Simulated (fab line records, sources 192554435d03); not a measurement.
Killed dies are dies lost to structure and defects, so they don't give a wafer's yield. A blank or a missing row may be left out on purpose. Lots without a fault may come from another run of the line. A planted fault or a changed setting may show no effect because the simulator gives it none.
A struck lot beside a sound one | flow n5_finfet | 23 steps out of a route of 1938
Sound: wafers L964.3, L964.4, L964.5. Struck: wafers L953.2, L953.3, L953.6. The cause comes at the end.
At each step with rows: each side's tool, then ch and its chambers, then its first start. Under that, the readings that differ: sound wafers | struck wafers | difference of the means | sigmas: that difference in standard deviations of wafers without a fault.
alike: readings whose means differ by less than 2 such deviations, and words and numbers that are the same on both sides. not compared: withheld readings, readings that some wafer has no value for, bounds like >300 that may hide the same value, and numbers for which the record gives no deviation and whose values overlap.
The two part at a step that has a row with sigmas, a row that says differs or no value, or rows on one side only. Numbers that don't overlap but have no deviation are shown without sigmas and don't part them. A reading that every wafer of one side lacks parts them only if that side has two wafers or more.

first, 9 steps without rows for these wafers: N5_MOL_CONTACT_COAG_CMP_23 (polishes, stops on SiO2, t overpolish 1.5 s, target thk 0 nm); N5_MOL_CONTACT_COAG_WET_ETCH_26 (target Co, target depth 13 nm); N5_MOL_CONTACT_COAG_WET_ETCH_116 (etches the open film in SC1-inhibited, target depth 4.6 nm, rinse time 30 s); N5_MOL_CONTACT_COAG_ALD_27 (deposits SiOC, target thk 17 nm, pulse time 1.5 s, time 2720 s); N5_MOL_CONTACT_COAG_CMP_28 (polishes, stops on SiNx, t overpolish 0.85 s, target thk 14.522 nm); N5_MOL_CONTACT_COAG_ALD_123 (deposits SiNx, target thk 5 nm, pulse time 1 s, purge time 2 s); N5_MOL_CONTACT_COAG_PECVD_31 (deposits SiO2 from TEOS/O2, target thk 46 nm, time 8.9 s); N5_MOL_CONTACT_COAG_COAT_75 (time 60 s, resist thk 60 nm); N5_MOL_CONTACT_COAG_COAT_76 (time 60 s, resist thk 10 nm).
N5_MOL_CONTACT_COAG_COAT_77: time 60 s, resist thk 10 nm.
  sound on litho_track-05 ch 0, day 10 13:32; struck on litho_track-02 ch 0, day 7 23:29
  reading                                                  | sound                | struck               | difference | sigmas
  spin_speed_rpm (rpm)                                     | 1499.7 1500.6 1499.9 | 1783.4 1784.1 1783.6 | +283.6     | +99 or more
  model.underlayer_of_MOL_CONTACT_COAG_COAT_77.thk_nm (nm) | 10 10 10             | 9.2 9.2 9.2          | -0.8       |
  alike: exhaust_pa
then, 7 steps without rows for these wafers: N5_MOL_CONTACT_COAG_COAT_78 (resist thk 40 nm); N5_MOL_CONTACT_COAG_EBR_80; N5_MOL_CONTACT_COAG_SOFTBAKE_79 (time 60 s); N5_MOL_CONTACT_COAG_EXPOSE_81 (exposes mask VG, defocus 0 nm); N5_MOL_CONTACT_COAG_PEB_82 (peb time 60 s); N5_MOL_CONTACT_COAG_DEVELOP_83 (develop time 30 s); N5_MOL_CONTACT_COAG_DESCUM_88 (chemistry O2, time 7 s).
N5_MOL_CONTACT_COAG_ETCH_89: etches underlayer in N2/H2, target depth 13 nm, time 10.4 s.
  sound on rie_diel-01 ch 0,2,3, day 10 14:16; struck on rie_diel-01 ch 1,3, day 8 00:04
  reading                                               | sound             | struck           | difference | sigmas
  etch_rf_on_time_s (s)                                 | 10.38 10.71 10.13 | 9.33 9.51 9.55   | -0.94      | -4
  oes_product_au (a.u.)                                 | 0.61 0.64 0.71    | 0.74 0.83 0.83   | +0.15      | +2
  model.CAR-EUV_of_MOL_CONTACT_COAG_COAT_78.thk_nm (nm) | 24.8 24.6 24.8    | 25.8 25.6 25.6   | +0.9       |
  model.etch.depth_nm (nm)                              | 9.99 9.977 10.01  | 9.23 9.217 9.222 | -0.77      |
  alike: chamber_pressure_mTorr, drypump_motor_current_A, rf_vpp_V, showerhead_plenum_p_Torr, throttle_valve_pct
  not compared: rf_hours_counter_h
then, 2 steps without rows for these wafers: N5_MOL_CONTACT_COAG_ETCH_90 (etches SiARC in CF4, target depth 13 nm, time 21.7 s); N5_MOL_CONTACT_COAG_ALD_131 (deposits SiO2, target thk 5 nm, pulse time 1 s, co reactant pulse time 1 s).
N5_MOL_CONTACT_COAG_ETCHBACK_132: etches SiO2 in CHF3, target depth 10 nm, time 6.7 s.
  sound on rie_diel-01 ch 0,1,3, day 10 14:43; struck on rie_diel-06 ch 0,2, day 8 00:20
  reading                                               | sound          | struck         | difference | sigmas
  model.CAR-EUV_of_MOL_CONTACT_COAG_COAT_78.thk_nm (nm) | 15.8 15.4 15.6 | 16.6 16.6 16.4 | +0.9       |
  alike: chamber_pressure_mTorr, drypump_motor_current_A, oes_product_au, rf_vpp_V, showerhead_plenum_p_Torr, throttle_valve_pct
  not compared: rf_hours_counter_h
then, 1 step without rows for these wafers: N5_MOL_CONTACT_COAG_ETCH_91 (etches SOC in N2/H2, target depth 60 nm, overetch 21 nm, time 101.2 s).
-- the record jumps here: 2 days lie between the struck wafers' starts before and after (it left off in module MOL_CONTACT_COAG and takes up again in module BEOL_M4, whose first step shown is number 1111 of the route) --
N5_BEOL_M4_RC_MEAS_101:
  sound on prober-02 ch 0, day 13 10:29; struck on prober-01 ch 0, day 10 09:25
  reading       | sound       | struck      | difference | sigmas
  ION_N (uA/um) | 693 703 676 | 660 674 671 | -22        | -2
  alike: DIBL_N, DIBL_P, IOFF_N, IOFF_P, ION_P, SS_N, SS_P, VT_N, VT_P

WHERE THEY PART
First at N5_MOL_CONTACT_COAG_COAT_77; last, within this record, at N5_BEOL_M4_RC_MEAS_101.

WHY: what the simulator had put in
Process parameter drift: litho_track-02, from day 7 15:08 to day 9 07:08, at N5_MOL_CONTACT_COAG_COAT_77. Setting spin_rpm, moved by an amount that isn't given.
